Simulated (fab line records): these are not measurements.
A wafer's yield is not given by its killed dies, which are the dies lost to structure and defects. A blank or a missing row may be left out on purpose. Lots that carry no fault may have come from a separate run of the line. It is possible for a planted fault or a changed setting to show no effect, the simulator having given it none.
Chamber matching -- flow nand_harc -- NHARC_A_CONTACT_ETCH_48 on rie_diel-12 has 4 sister chambers
The step etches the open film in CF4, target depth 39 nm, time 65 s. 4 wafers are shown with their chamber, then 7 later ones without.

WAFERS PAIRED WITH THEIR CHAMBERS
wafer,chamber,drypump_motor_current_A (A)
L086.1,1,5.2
L086.2,2,4.8
L086.4,3,5.4
L086.5,0,5.6

WAFERS WHOSE CHAMBER IS MISSING
wafer,drypump_motor_current_A (A)
L086.6,5.2
L090.1,5.5
L090.3,5.4
L090.5,5.2
L093.2,5.2
L093.3,4.8
L093.6,4.9

EACH ONE'S CHAMBER
wafer,from the rows above,in truth
L086.6,1,1
L090.1,can't be placed: 0 or 3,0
L090.3,3,3
L090.5,1,1
L093.2,1,1
L093.3,2,2
L093.6,2,2
Correct placement for 6 of the 7. Unplaceable from these rows: 1, with the true chamber sitting among the candidates in 1. Number placed wrongly: 0.
How it was worked out, from the rows above alone: a wafer's distance from a chamber is the root of the sum, over the readings, of the square of ((its reading less the chamber's mean) divided by the reading's scatter). The wafer belongs to the nearest chamber; if the next one is less than 2 further off, it can't be placed. The mean given for a chamber averages the wafers shown for that chamber. The scatter (one wafer shown for each chamber): square how far every hidden wafer sits from the nearest shown wafer, average those squares and take the square root.
